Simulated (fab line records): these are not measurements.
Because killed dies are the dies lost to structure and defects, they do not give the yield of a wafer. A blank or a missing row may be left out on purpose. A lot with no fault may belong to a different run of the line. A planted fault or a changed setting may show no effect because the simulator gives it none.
fab line records	flow n5-finfet
[record] lots = 5	wafers = 15	last-day = 18
route steps=1938 shown HKMG_FIN@461 GATE_CUT@465 MOL_CONTACT_COAG@561 BEOL_M4@1111 PASSIVATION@1936
lots that met no fault: taken from a fault-free run of the same line
start-h: hours from the record's first day to the start of the lot's first wafer shown	wait-h: hours elapsed since this lot's preceding step	" identical to the entry in the row above	L1.1+2: a single row standing in for several wafers	- either no value or no given start	* or withheld: withheld	< > ~ a bound
route shown NAME@n: names a module that has steps shown in the file, with the first one's number in the route	usual: the fault-free wafers' mean and standard deviation	same: alike in all rows	chamber/n: place in a boat	sites: the reading at each site	_std_site: standard deviation across them	_edge_site: inner sites' mean taken away from outer sites' mean	radius-mm: for every site, how far away it sits from the centre of the wafer	mask NAME#n: copy n	behind: the most recent tool/chamber to have shaped the wafer	hold: cause of the lot's hold/its duration in hours/its outcome	device: which transistor (n, p or np) failed to switch	end of line: the route-end tests of the same wafers	step lacking rows: just its recipe	killed: dies lost to structure and defects at the first sort, not the wafer's yield	map: the dies of a wafer, with x for killed, . for not killed, _ for no die there
set.NAME: the setting that was run; set.NAME@STEP: the one run at that earlier step	model.NAME: the simulator's own value behind a step, which no gauge read
lots at some steps of the route; a table a step, a row a wafer
services: when a tool's chamber went out of use (start-h, in hours from the record's first day, below 0 if earlier), for how many hours, and the reason
[[steps]]
[step N5_HKMG_FIN_CMP_23]
[recipe] stop-on = SiNx	t-overpolish-s = 10	post-cmp-clean = rinse-only	down-force-psi = 4	platen-rpm = 50.289	pad-velocity-m-s = 1.0006	target-thk-nm = 46.326
[step N5_HKMG_FIN_CMP_94]
[recipe] stop-on = SiNx	post-cmp-clean = w-dilute-nh4oh	t-overpolish-s = 4.7	down-force-psi = 4	platen-rpm = 50.289	pad-velocity-m-s = 1.0006	target-thk-nm = 43.299
[usual] motor-current-A = 12.2/1.6	slurry-filter-dp-kPa = 13.51/0.13
lot.wafer	tool	chamber	start-h	wait-h	motor-current-A	slurry-filter-dp-kPa
L926.1	cmp-03	0	107.07	0.3	11.5	13.61
L926.6	"	2	"	"	13.5	13.41
L926.5	"	3	"	"	15.0	13.56
L929.3	cmp-02	3	124.76	0.4	10.7	13.38
L929.2	"	0	"	"	10.3	13.58
L929.6	"	3	"	"	11.5	13.58
L933.3	cmp-02	0	151.13	0.4	10.4	13.52
L933.2	"	1	"	"	13.0	13.51
L933.6	"	0	"	"	10.5	13.48
L937.4	cmp-01	3	179.60	0.4	12.4	13.65
L937.6	"	3	"	"	13.5	13.23
L937.5	"	0	"	"	11.9	13.50
L942.4	cmp-02	0	205.55	0.3	11.0	13.52
L942.1	"	1	"	"	13.2	13.47
L942.5	"	3	"	"	11.4	13.30
[step N5_HKMG_FIN_INSPECT_28]
[recipe] inspect-instrument = darkfield	mode = post-cmp
[usual] raw-defect-count = 39/15
lot.wafer	tool	chamber	start-h	wait-h	raw-defect-count
L926.1	defect-inspect-02	-	107.24	0.0	34
L926.5	"	-	"	"	50
L926.6	"	-	"	"	48
L929.2	defect-inspect-01	-	124.99	0.0	30
L929.3	"	-	"	"	37
L929.6	"	-	"	"	38
L933.2	defect-inspect-02	-	151.36	0.0	45
L933.3	"	-	"	"	34
L933.6	"	-	"	"	36
L937.4	defect-inspect-01	-	179.84	0.0	38
L937.5	"	-	"	"	35
L937.6	"	-	"	"	26
L942.1	defect-inspect-01	-	205.76	0.0	46
L942.4	"	-	"	"	48
L942.5	"	-	"	"	54
[step N5_GATE_CUT_ETCHBACK_00]
[recipe] chemistry = SF6/Cl2	target = W	pressure-mtorr = 8	icp-w = 900	bias-w = 80	SF6_flow_sccm = 40	Cl2_flow_sccm = 60
[step N5_GATE_CUT_ETCH_56]
[recipe] chemistry = Cl2/Ar	target = TiN	target-depth-a = 216	pressure-mtorr = 10	icp-w = 600	bias-w = 60	Cl2_flow_sccm = 40	Ar_flow_sccm = 60
[step N5_GATE_CUT_ETCHBACK_30]
[recipe] chemistry = Cl2/Ar	target = TiN	target-depth-a = 30	mode = isotropic	pressure-mtorr = 10	icp-w = 600	bias-w = 60	Cl2_flow_sccm = 40	Ar_flow_sccm = 60
[step N5_GATE_CUT_VAPOR_ETCH_60]
[recipe] chemistry = BCl3/Cl2	target = HfO2	mode = isotropic
[usual] drypump-motor-current-A = 5.7/0.34	oes-product-au = 0.76/0.12
lot.wafer	tool	chamber	start-h	wait-h	drypump-motor-current-A	oes-product-au
L926.1	rie-metal-01	1	107.75	0.1	6.2	0.65
L926.5	"	1	"	"	6.2	0.65
L926.6	"	1	"	"	6.2	0.65
L929.2	rie-metal-02	1	125.26	0.0	5.7	0.57
L929.3	"	0	"	"	5.3	0.76
L929.6	"	0	"	"	5.3	0.75
L933.2	rie-metal-03	1	151.64	0.0	5.6	0.91
L933.3	"	0	"	"	5.5	0.76
L933.6	"	1	"	"	5.6	0.91
L937.4	rie-metal-03	0	180.12	0.0	5.4	0.76
L937.5	"	1	"	"	5.7	0.89
L937.6	"	0	"	"	5.4	0.76
L942.1	rie-metal-03	1	206.03	0.0	5.6	0.88
L942.4	"	0	"	"	5.4	0.75
L942.5	"	0	"	"	5.5	0.75
[step N5_GATE_CUT_ETCH_58]
[recipe] chemistry = CH3F/O2	target = SiNx	target-depth-a = 170	time-s = 128.6	ion-energy-ev = 50	pressure-mtorr = 30	source-w = 415	bias-w = 21	Ar_flow_sccm = 150	CH3F_flow_sccm = 30	O2_flow_sccm = 20
[usual] O2_flow_sccm = 20.01/0.058	drypump-motor-current-A = 5.7/0.35	oes-product-au = 0.79/0.085	rf-vpp-V = 99.0/0.95	showerhead-plenum-p-Torr = 2.00/0.081	throttle-valve-pct = 16.35/0.2
lot.wafer	tool	chamber	start-h	wait-h	O2_flow_sccm	drypump-motor-current-A	oes-product-au	rf-hours-counter-h	rf-vpp-V	showerhead-plenum-p-Torr	throttle-valve-pct
L926.1	rie-diel-02	2	107.83	0.1	19.97	5.5	0.81	88	98.1	1.94	16.18
L926.5	"	1	"	"	20.07	6.3	0.82	-	100.1	2.11	16.56
L926.6	"	2	"	"	20.00	5.5	0.81	-	98.6	1.94	16.17
L929.2	rie-diel-06	2	125.31	0.0	20.05	5.9	0.74	147	98.3	1.92	16.62
L929.3	"	3	"	"	20.05	5.3	0.68	247	97.7	1.89	16.32
L929.6	"	2	"	"	20.11	5.9	0.74	-	98.7	1.92	16.59
L933.2	rie-diel-05	1	151.69	0.0	19.93	5.2	0.90	16	99.4	1.96	16.20
L933.3	"	0	"	"	20.11	6.1	0.74	154	98.5	2.01	16.35
L933.6	"	1	"	"	19.92	5.2	0.90	-	99.0	1.96	16.19
L937.4	rie-diel-06	3	180.16	0.0	19.91	5.3	1.02	0	99.8	2.14	15.88
L937.5	"	1	"	"	19.99	5.9	0.77	-	97.4	1.85	16.71
L937.6	"	0	"	"	20.04	5.7	0.81	-	101.0	2.10	16.34
L942.1	rie-diel-02	1	206.08	0.0	20.05	6.3	0.79	108	98.9	2.10	16.62
L942.4	"	2	"	"	19.93	5.5	0.77	118	97.9	1.93	16.23
L942.5	"	1	"	"	19.99	6.4	0.79	-	98.5	2.10	16.61
[step N5_GATE_CUT_STRIP_59]
[recipe] chemistry = N2/H2	time-s = 20	power-w = 100	temp-c = 40	pressure-mtorr = 100	rf-frequency-hz = 6e+07	bias-power-w = 3	n2-flow-sccm = 300	h2-flow-sccm = 300
[usual] drypump-motor-current-A = 5.8/0.35	oes-product-au = 0.79/0.085	rf-vpp-V = 45.3/0.87	showerhead-plenum-p-Torr = 3.37/0.13	throttle-valve-pct = 12.23/0.23
lot.wafer	tool	chamber	start-h	wait-h	drypump-motor-current-A	oes-product-au	rf-hours-counter-h	rf-vpp-V	showerhead-plenum-p-Torr	throttle-valve-pct
L926.1	rie-diel-02	2	107.93	0.1	5.5	0.81	88	44.8	3.28	11.97
L926.5	"	1	"	"	6.3	0.82	-	45.5	3.57	12.41
L926.6	"	2	"	"	5.5	0.82	-	45.4	3.28	11.99
L929.2	rie-diel-06	2	125.42	0.1	5.9	0.74	147	45.4	3.25	12.54
L929.3	"	3	"	"	5.3	0.69	247	44.3	3.18	12.27
L929.6	"	2	"	"	5.9	0.73	-	44.7	3.25	12.54
L933.2	rie-diel-05	1	151.79	0.1	5.2	0.91	16	46.4	3.31	11.99
L933.3	"	0	"	"	6.2	0.74	154	45.2	3.37	12.24
L933.6	"	1	"	"	5.2	0.91	-	46.0	3.31	11.98
L937.4	rie-diel-06	3	180.26	0.1	5.3	1.03	0	47.0	3.58	11.65
L937.5	"	1	"	"	5.9	0.76	-	44.4	3.13	12.51
L937.6	"	0	"	"	5.7	0.80	-	45.3	3.55	12.28
L942.1	rie-diel-02	1	206.18	0.1	6.4	0.78	108	45.3	3.55	12.48
L942.4	"	2	"	"	5.5	0.77	118	44.8	3.26	12.06
L942.5	"	1	"	"	6.4	0.78	-	45.7	3.55	12.48
[step N5_GATE_CUT_PRECLEAN_31]
[recipe] temp-c = 23	chemistry = DIW	time-s = 300
[step N5_GATE_CUT_SRD_32]
[recipe] time-s = 30	temp-c = 23	rinse-liquid = diw	dry = ipa-marangoni
[step N5_GATE_CUT_SAC_CAP_01]
[recipe] material = SiNx	target-thk-a = 240	temp-c = 400	ald-precursor-family = SiH2I2	ald-co-reactant = N2/H2-plasma	pulse-time-s = 1	ald-cycles = 480	purge-time-s = 2	co-reactant-purge-time-s = 2	pressure-torr = 2
[usual] heater-power-w = 854/92	precursor-pulse-height-rel = 1.000/0.02
lot.wafer	tool	chamber	start-h	wait-h	heater-power-w	precursor-pulse-height-rel
L926.1	ald-sin-02	3	108.15	0.0	964	1.050
L926.5	"	2	109.24	1.1	740	1.031
L926.6	"	3	"	"	984	1.005
L929.2	ald-sin-03	2	125.65	0.1	885	1.000
L929.3	"	3	"	"	840	0.983
L929.6	"	2	126.74	1.1	903	0.988
L933.2	ald-sin-03	1	152.00	0.0	772	1.004
L933.3	"	3	"	"	855	0.985
L933.6	"	0	153.09	1.1	921	1.018
L937.4	ald-sin-03	2	180.49	0.0	929	1.020
L937.5	"	0	181.57	1.1	896	0.977
L937.6	"	3	"	"	847	1.019
L942.1	ald-sin-02	1	206.40	0.0	699	1.028
L942.4	"	0	207.48	1.1	807	0.988
L942.5	"	2	"	"	768	0.997
[step N5_GATE_CUT_PECVD_57]
[recipe] material = SiNx	target-thk-a = 210	temp-c = 400	precursor = SiH4/NH3/N2	pressure-torr = 1.5	rf-w = 300
[step N5_GATE_CUT_CMP_02]
[recipe] stop-on = SiO2	t-overpolish-s = 12.7	post-cmp-clean = alkaline-brush	down-force-psi = 2.5	platen-rpm = 51.8	pad-velocity-m-s = 1.0307	target-thk-nm = 0
[step N5_GATE_CUT_HM_DEP_46]
[recipe] material = SiO2	target-thk-a = 1300	temp-c = 400	precursor = TEOS/O2	pressure-torr = 6.5	rf-w = 900	teos-flow-sccm = 161.4	gas = O2	flow-sccm = 2650	time-s = 26.6
[step N5_GATE_CUT_COAT_34]
[recipe] resist = SOC	temp-c = 250	time-s = 60	spin-rpm = 1500	resist-thk-nm = 60
[step N5_GATE_CUT_COAT_35]
[recipe] resist = SiARC	temp-c = 220	time-s = 60	spin-rpm = 1500	resist-thk-nm = 10
[step N5_GATE_CUT_COAT_27]
[recipe] resist = underlayer	temp-c = 205	time-s = 60	spin-rpm = 1500	resist-thk-nm = 10
[step N5_GATE_CUT_COAT_07]
[recipe] resist = CAR-EUV	spin-rpm = 1500	resist-thk-nm = 30
[step N5_GATE_CUT_EBR_09]
[recipe] solvent = PGMEA	ebr-width-mm = 1.5
[step N5_GATE_CUT_SOFTBAKE_08]
[recipe] temp-c = 110	time-s = 60	resist = CAR-EUV
[step N5_GATE_CUT_EXPOSE_10]
[recipe] mask-id = GATE_CUT	na = 0.33	source-shape = annular	sigma-inner = 0.35	sigma-outer = 0.8	polarization = unpolarized	target-cd-nm = 20	dose-mj = 43.25
[step N5_GATE_CUT_PEB_11]
[recipe] peb-temp-c = 100	peb-time-s = 60	resist = CAR-EUV
[step N5_GATE_CUT_DEVELOP_12]
[recipe] develop-time-s = 30	developer = TMAH	resist = CAR-EUV	rinse-liquid = surfactant-rinse	dry = air-spin	dev-temp-c = 23
[step N5_GATE_CUT_CD_MEAS_13]
[recipe] target-cd-nm = 20	landing-energy-ev = 500	detector = se-inlens
[usual] cd-nm = 19.96/0.24
lot.wafer	tool	chamber	start-h	wait-h	cd-nm
L926.1	cd-sem-03	0	111.09	-	20.12
L926.5	"	0	"	"	19.94
L926.6	"	0	"	"	20.10
L929.2	cd-sem-02	0	128.59	-	20.09
L929.3	"	0	"	"	20.07
L929.6	"	0	"	"	20.11
L933.2	cd-sem-03	0	155.06	-	19.66
L933.3	"	0	"	"	20.43
L933.6	"	0	"	"	20.27
L937.4	cd-sem-02	0	183.42	-	20.01
L937.5	"	0	"	"	19.73
L937.6	"	0	"	"	19.84
L942.1	cd-sem-02	0	209.33	-	20.41
L942.4	"	0	"	"	19.81
L942.5	"	0	"	"	20.20
[step N5_GATE_CUT_OVL_MEAS_14]
[recipe] points-per-wafer = 522
[usual] GATE_CUT_OVL = -0.4/0.68
lot.wafer	tool	chamber	start-h	wait-h	GATE_CUT_OVL[nm]
L926.1	overlay-01	0	111.12	0.0	-0.7
L926.5	"	0	"	"	-0.5
L926.6	"	0	"	"	-0.8
L929.2	overlay-01	0	128.63	0.0	-0.8
L929.3	"	0	"	"	-0.1
L929.6	"	0	"	"	-0.8
L933.2	overlay-02	0	155.10	0.0	-0.8
L933.3	"	0	"	"	-0.6
L933.6	"	0	"	"	-0.9
L937.4	overlay-01	0	183.47	0.0	-0.4
L937.5	"	0	"	"	-1.6
L937.6	"	0	"	"	-1.4
L942.1	overlay-02	0	209.36	0.0	-0.2
L942.4	"	0	"	"	-0.1
L942.5	"	0	"	"	-1.0
[step N5_GATE_CUT_INSPECT_15]
[recipe] mode = adi	inspect-instrument = brightfield
[usual] raw-defect-count = 138/42
lot.wafer	tool	chamber	start-h	wait-h	raw-defect-count
L926.1	defect-inspect-01	-	111.17	0.1	113
L926.5	"	-	"	"	97
L926.6	"	-	"	"	124
L929.2	defect-inspect-02	-	128.68	0.0	151
L929.3	"	-	"	"	170
L929.6	"	-	"	"	227
L933.2	defect-inspect-02	-	155.15	0.0	194
L933.3	"	-	"	"	117
L933.6	"	-	"	"	148
L937.4	defect-inspect-02	-	183.51	0.0	73
L937.5	"	-	"	"	118
L937.6	"	-	"	"	95
L942.1	defect-inspect-01	-	209.42	0.1	98
L942.4	"	-	"	"	136
L942.5	"	-	"	"	150
[step N5_GATE_CUT_DESCUM_18]
[recipe] chemistry = O2	time-s = 7	source-power-w = 50	bias-power-w = 20	pressure-mtorr = 20	rf-frequency-hz = 2.712e+07	temp-c = 40	resist = CAR-EUV	o2-flow-sccm = 225
[usual] drypump-motor-current-A = 5.7/0.35	oes-product-au = 0.78/0.079	rf-vpp-V = 243.1/1.6	showerhead-plenum-p-Torr = 2.09/0.084	throttle-valve-pct = 20.47/0.24
lot.wafer	tool	chamber	start-h	wait-h	drypump-motor-current-A	oes-product-au	rf-hours-counter-h	rf-vpp-V	showerhead-plenum-p-Torr	throttle-valve-pct
L926.1	rie-diel-06	1	111.21	0.0	5.9	0.78	114	240.6	1.95	20.89
L926.5	"	0	"	"	5.7	0.82	-	245.6	2.20	20.41
L926.6	"	3	"	"	5.3	0.68	-	241.8	1.97	20.33
L929.2	rie-diel-02	3	128.71	0.0	5.5	0.76	142	242.6	2.09	20.49
L929.3	"	0	"	"	5.4	0.71	222	244.3	2.15	20.40
L929.6	"	0	"	"	5.4	0.72	-	243.4	2.15	20.39
L933.2	rie-diel-06	2	155.19	0.0	5.9	0.74	155	242.0	2.01	20.75
L933.3	"	1	"	"	5.9	0.76	-	241.6	1.95	20.92
L933.6	"	2	"	"	5.9	0.73	-	242.6	2.01	20.76
L937.4	rie-diel-06	0	183.54	0.0	5.7	0.81	105	245.1	2.19	20.46
L937.5	"	2	"	"	5.9	0.72	-	240.7	2.01	20.79
L937.6	"	3	"	"	5.3	1.02	-	244.5	2.23	19.98
L942.1	rie-diel-05	3	209.46	0.0	5.6	0.92	22	242.7	2.05	20.21
L942.4	"	2	"	"	6.0	0.70	212	245.3	2.16	20.25
L942.5	"	3	"	"	5.6	0.92	-	242.8	2.05	20.23
[step N5_GATE_CUT_ETCH_28]
[recipe] chemistry = N2/H2	target = underlayer	target-depth-a = 130	mask-material = CAR-EUV	time-s = 10.4	ion-energy-ev = 200	pressure-mtorr = 30	source-w = 840	bias-w = 150	n2-flow-sccm = 200	h2-flow-sccm = 200	ends = cleared
[step N5_GATE_CUT_ETCH_36]
[recipe] chemistry = CF4	target = SiARC	target-depth-a = 130	mask-material = CAR-EUV	time-s = 21.7	ion-energy-ev = 80	pressure-mtorr = 40	source-w = 545	bias-w = 36	Ar_flow_sccm = 100	cf4-flow-sccm = 100	ends = cleared
[step N5_GATE_CUT_ETCH_37]
[recipe] chemistry = N2/H2	target = SOC	target-depth-a = 600	overetch-a = 120	mask-material = SiARC	temp-c = 40	time-s = 90	ion-energy-ev = 200	pressure-mtorr = 30	source-w = 840	bias-w = 150	n2-flow-sccm = 200	h2-flow-sccm = 200
[step N5_GATE_CUT_STRIP_38]
[recipe] chemistry = N2/H2	temp-c = 40	n2-flow-sccm = 200	h2-flow-sccm = 200	rf-frequency-hz = 6e+07
[step N5_GATE_CUT_STRIP_39]
[recipe] chemistry = N2/H2	temp-c = 40	n2-flow-sccm = 200	h2-flow-sccm = 200	rf-frequency-hz = 6e+07
[step N5_GATE_CUT_HM_OPEN_40]
[recipe] chemistry = C4F6/O2	target = SiO2	mask-material = SiARC	target-depth-a = 1390	time-s = 85.1	ion-energy-ev = 250	pressure-mtorr = 30	source-w = 345	bias-w = 185	Ar_flow_sccm = 300	C4F6_flow_sccm = 10	O2_flow_sccm = 10	ends = cleared
[step N5_GATE_CUT_STRIP_41]
[recipe] chemistry = CF4	resist = SiARC	power-w = 300	bias-power-w = 75	pressure-mtorr = 50	cf4-flow-sccm = 150	rf-frequency-hz = 6e+07
[step N5_GATE_CUT_STRIP_42]
[recipe] chemistry = O2	power-w = 400	temp-c = 40	pressure-mtorr = 30	rf-frequency-hz = 6e+07	bias-power-w = 0	overash-fraction = 0.3	o2-flow-sccm = 225
[step N5_GATE_CUT_ETCH_19]
[recipe] chemistry = CH3F/O2	target = SiNx	mask-material = SiO2	target-depth-a = 537	time-s = 76.7	pressure-mtorr = 30	source-w = 395	bias-w = 73	Ar_flow_sccm = 150	CH3F_flow_sccm = 30	O2_flow_sccm = 20	ion-energy-ev = 120	ends = cleared
[step N5_GATE_CUT_CUT_ETCH_53]
[recipe] chemistry = SF6/Cl2	target = W	mask-material = SiO2	target-depth-a = 792	pressure-mtorr = 8	icp-w = 900	bias-w = 80	SF6_flow_sccm = 40	Cl2_flow_sccm = 60	ends = cleared
[step N5_GATE_CUT_CUT_ETCH_54]
[recipe] chemistry = Cl2/BCl3	target = TiN	mask-material = SiO2	target-depth-a = 967	pressure-mtorr = 10	icp-w = 1000	bias-w = 126	Cl2_flow_sccm = 53.25	bcl3-flow-sccm = 21.75	Ar_flow_sccm = 25	ends = cleared
[step N5_GATE_CUT_CUT_ETCH_55]
[recipe] chemistry = BCl3	target = HfO2	mask-material = SiO2	target-depth-a = 32	ion-energy-ev = 30	pressure-mtorr = 5	icp-w = 450	bias-w = 18	bcl3-flow-sccm = 80
[step N5_MOL_CONTACT_COAG_THK_MEAS_29]
[recipe] reads = SiNx_of_GATE_CUT_PECVD_57+SiNx_of_GATE_CUT_SAC_CAP_01
[usual] MD_CAP_THK = 17.91/0.072
lot.wafer	tool	chamber	start-h	wait-h	MD_CAP_THK[nm]
L926.1	film-metro-02	-	124.42	-	17.96
L926.5	"	-	"	"	17.98
L926.6	"	-	"	"	17.83
L929.2	film-metro-02	-	142.27	-	17.88
L929.3	"	-	"	"	17.91
L929.6	"	-	"	"	17.90
L933.2	film-metro-02	-	166.93	-	18.00
L933.3	"	-	"	"	17.86
L933.6	"	-	"	"	17.97
L937.4	film-metro-01	-	195.95	-	15.25
L937.5	"	-	"	"	17.89
L937.6	"	-	"	"	17.88
L942.1	film-metro-01	-	221.35	-	17.90
L942.4	"	-	"	"	17.89
L942.5	"	-	"	"	17.86
[step N5_BEOL_M4_RC_MEAS_101]
[usual] DIBL_N = 36.3/1.6	DIBL_P = 36.5/1.6	IOFF_N = 0.163/0.026	IOFF_P = 0.22/0.033	ION_N = 676/9.9	ION_P = 464/6.5	SS_N = 71.5/0.5	SS_P = 73.3/0.64	VT_N = 249.3/2.9	VT_P = -250/3.2
lot.wafer	tool	chamber	start-h	wait-h	DIBL_N[mV/V]	DIBL_P[mV/V]	IOFF_N[nA/um]	IOFF_P[nA/um]	ION_N[uA/um]	ION_P[uA/um]	SS_N[mV/dec]	SS_P[mV/dec]	VT_N[mV]	VT_P[mV]
L926.1	prober-02	0	208.22	0.0	37.1	37.4	0.178	0.20	679	458	71.6	73.9	247.0	-252
L926.5	"	0	"	"	37.9	39.1	0.196	0.24	676	460	71.7	74.7	245.6	-249
L926.6	"	0	"	"	36.3	37.2	0.171	0.20	684	464	72.0	73.7	247.7	-253
L929.2	prober-01	0	235.26	0.2	36.2	37.9	0.166	0.22	676	458	72.0	73.1	248.0	-248
L929.3	"	0	"	"	32.9	33.1	0.108	0.15	653	453	70.8	71.0	254.9	-253
L929.6	"	0	"	"	34.8	35.3	0.141	0.17	670	456	70.8	72.5	248.7	-254
L933.2	prober-01	0	260.99	0.2	35.4	34.1	0.133	0.18	672	458	71.2	73.2	250.0	-254
L933.3	"	0	"	"	36.5	35.3	0.158	0.20	678	459	70.6	72.9	247.9	-253
L933.6	"	0	"	"	36.1	35.0	0.145	0.20	672	461	70.6	73.3	249.6	-252
L937.4	prober-01	0	278.34	0.5	34.5	34.6	0.126	0.15	669	450	71.8	72.4	254.9	-256
L937.5	"	0	"	"	34.4	35.4	0.129	0.17	671	460	72.1	73.2	253.3	-259
L937.6	"	0	"	"	35.0	34.7	0.134	0.15	666	445	71.4	72.9	252.5	-257
L942.1	prober-01	0	309.23	0.0	35.3	35.1	0.138	0.19	666	459	70.7	73.3	252.5	-253
L942.4	"	0	"	"	35.9	36.4	0.150	0.21	681	466	71.1	73.1	249.6	-251
L942.5	"	0	"	"	37.2	37.8	0.168	0.23	678	461	71.6	74.1	251.5	-251
[step N5_PASSIVATION_PROBE_49]
[usual] defect-limited-yield = 91.2/1.5	killed_at_M0_to_M3 = 32/9.6	killed_at_M4_up = 13/5.3	killed-at-contacts = 13/6.7	killed-at-front-end = 42/11	killed-at-other = 3.8/2.9	killed-dies = 103/17	killed-on-rim = 14/4.4	killed-open = 67/13	killed-short = 35/7.9	sort_bin_5_function = 5.2/0.94	sort_bin_6_memory = 3.3/0.64	sort-n-pass = 1077/17	sort-yield-pct = 91.2/1.5
[same] gross-dies = 1180	killed-at-back-side = 0	sort_bin_4_leakage[%] = 0	sort_bin_8_speed[%] = 0
lot.wafer	tool	chamber	start-h	wait-h	defect-limited-yield[%]	killed_at_M0_to_M3	killed_at_M4_up	killed-at-contacts	killed-at-front-end	killed-at-other	killed-dies	killed-on-rim	killed-open	killed-short	sort_bin_5_function[%]	sort_bin_6_memory[%]	sort-n-pass	sort-yield-pct[%]
L937.4	prober-01	-	402.36	0.2	92.0	29	15	21	26	3	94	11	65	17	5.3	2.6	1086	92.0
L937.5	prober-01	-	402.41	0.2	92.6	29	8	17	29	4	87	7	59	28	3.8	3.2	1093	92.6
L937.6	prober-01	-	402.46	0.3	92.0	23	8	20	38	5	94	16	55	39	4.8	2.9	1086	92.0
// killed by level:class
L937.4 MOL_CONTACT_COAG:area-etch=10 MOL_CONTACT_COAG:geometric-particle:open=9 BEOL_M1:geometric-particle:open=9 STI_FIN_REVEAL:geometric-particle:open=8 BEOL_M0_SAQP:geometric-particle:open=6 FIN_SAQP:geometric-particle:open=5 BEOL_M0_SAQP:geometric-particle:short=5 BEOL_M6:geometric-particle:open=5
L937.5 MOL_CONTACT_COAG:geometric-particle:open=12 STI_FIN_REVEAL:geometric-particle:open=8 BEOL_M0_SAQP:geometric-particle:open=7 STI_FIN_REVEAL:geometric-particle:short=6 BEOL_M0_SAQP:geometric-particle:short=6 BEOL_M3:geometric-particle:open=6 MOL_CONTACT_COAG:geometric-particle:short=5 BEOL_M1:geometric-particle:open=5
L937.6 MOL_CONTACT_COAG:geometric-particle:open=16 STI_FIN_REVEAL:geometric-particle:open=11 BEOL_M2:geometric-particle:short=7 FIN_SAQP:geometric-particle:short=5 GATE_CUT:geometric-particle:short=5 STI_FIN_REVEAL:geometric-particle:short=4 MOL_CONTACT_COAG:geometric-particle:short=4 BEOL_M0_SAQP:geometric-particle:open=4
[[services]]
tool	chamber	start-h	hours	kind
cmp-03	-	93.06	3.3	repair
cmp-03	-	102.10	1.4	repair
rie-diel-06	3	106.80	1.2	repair
rie-metal-02	-	108.99	2.8	pm
rie-diel-06	-	110.12	0.7	repair
ald-sin-02	-	112.02	6.1	pm
cmp-03	-	115.28	1.9	repair
cmp-03	-	122.34	0.2	repair
cmp-01	-	139.81	3.7	pm
cmp-03	-	150.85	4.0	pm
rie-diel-06	0	151.75	8.8	repair
rie-diel-06	3	160.69	-	clean
rie-diel-06	3	160.69	-	consumable-replace:focus-ring
rie-diel-06	3	160.69	-	consumable-replace:showerhead
rie-diel-06	3	160.69	18.1	scheduled-down
rie-diel-06	3	160.69	18.1	vent-cycle
cmp-02	-	160.82	0.3	repair
ald-sin-02	-	176.79	14.0	pm
cmp-01	-	182.05	0.7	repair
rie-diel-06	1	185.66	1.9	repair
rie-diel-02	2	186.31	1.2	repair
ald-sin-03	-	204.96	6.0	pm
ald-sin-02	3	205.50	4.2	repair
cmp-02	-	205.70	5.9	pm
[[key]]
[first-sign] step = N5_MOL_CONTACT_COAG_THK_MEAS_29	reading = MD_CAP_THK	direction = down	sigmas = 37	usual = 17.91	struck = 15.25
effect none on later readings
met-at N5_GATE_CUT_SAC_CAP_01
struck-wafers L937.4
onset-between 125.65 180.49
[fault] kind = site-profile-drift	tool = ald-sin-03	chamber = 2	onset-h = 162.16	steps = N5_GATE_CUT_SAC_CAP_01	basis = fraction	max-abs-drift = 0.24318	slope-share-per-hr = 54.039	site-pattern = 0,0,0,0,0,-1,-1,-1,-1
